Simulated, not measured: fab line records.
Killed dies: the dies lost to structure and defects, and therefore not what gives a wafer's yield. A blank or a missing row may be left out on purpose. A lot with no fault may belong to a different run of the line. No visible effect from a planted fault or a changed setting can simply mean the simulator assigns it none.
Chamber matching / flow nand harc / NHARC_P_STI_ETCH_15 on rie si-01 has 4 sister chambers
The step etches the open film in HBr/Cl2, target depth 300 nm, time 100.1 s. 8 wafers are shown with their chamber, then 10 later ones without.

## WAFERS WITH THEIR CHAMBER
wafer=L082.5; chamber=1; drypump motor current A (A)=5.7; throttle valve pct (%)=26.399
wafer=L086.3; chamber=0; drypump motor current A (A)=5.2; throttle valve pct (%)=26.400
wafer=L088.4; chamber=2; drypump motor current A (A)=5.8; throttle valve pct (%)=26.427
wafer=L091.1; chamber=2; drypump motor current A (A)=5.8; throttle valve pct (%)=26.416
wafer=L091.3; chamber=3; drypump motor current A (A)=6.3; throttle valve pct (%)=26.403
wafer=L091.6; chamber=1; drypump motor current A (A)=5.8; throttle valve pct (%)=26.405
wafer=L092.1; chamber=3; drypump motor current A (A)=6.3; throttle valve pct (%)=26.407
wafer=L092.3; chamber=0; drypump motor current A (A)=5.2; throttle valve pct (%)=26.398

## WAFERS MISSING THEIR CHAMBER
wafer=L092.4; drypump motor current A (A)=5.8; throttle valve pct (%)=26.393
wafer=L093.1; drypump motor current A (A)=5.8; throttle valve pct (%)=26.408
wafer=L093.5; drypump motor current A (A)=5.9; throttle valve pct (%)=26.398
wafer=L093.6; drypump motor current A (A)=6.3; throttle valve pct (%)=26.409
wafer=L096.2; drypump motor current A (A)=5.8; throttle valve pct (%)=26.396
wafer=L096.5; drypump motor current A (A)=5.8; throttle valve pct (%)=26.406
wafer=L096.6; drypump motor current A (A)=5.2; throttle valve pct (%)=26.389
wafer=L097.2; drypump motor current A (A)=6.3; throttle valve pct (%)=26.395
wafer=L097.4; drypump motor current A (A)=5.8; throttle valve pct (%)=26.406
wafer=L097.5; drypump motor current A (A)=5.9; throttle valve pct (%)=26.395

## WHICH CHAMBER EACH WENT THROUGH
wafer=L092.4; from the rows above=1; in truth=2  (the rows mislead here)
wafer=L093.1; from the rows above=can't be placed: 1 or 2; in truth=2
wafer=L093.5; from the rows above=can't be placed: 1 or 2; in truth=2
wafer=L093.6; from the rows above=3; in truth=3
wafer=L096.2; from the rows above=1; in truth=1
wafer=L096.5; from the rows above=can't be placed: 1 or 2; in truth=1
wafer=L096.6; from the rows above=0; in truth=0
wafer=L097.2; from the rows above=3; in truth=3
wafer=L097.4; from the rows above=can't be placed: 1 or 2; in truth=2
wafer=L097.5; from the rows above=can't be placed: 1 or 2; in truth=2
Correct placement for 4 of the 10. These rows do not allow placing 5 (true chamber among the candidates in 5). Placed wrongly: 1.
How it was worked out, from the rows above alone: a wafer's distance from a chamber is the root of the sum, over the readings, of the square of ((its reading less the chamber's mean) divided by the reading's scatter). If the next closest chamber is less than 2 further off than the closest, the wafer can't be placed; otherwise it belongs to the closest. For every chamber, the mean is computed from those of its wafers that are shown. The scatter: the root of (the sum of the squares of (reading less its chamber's mean) over the shown wafers, divided by (wafers less chambers)).
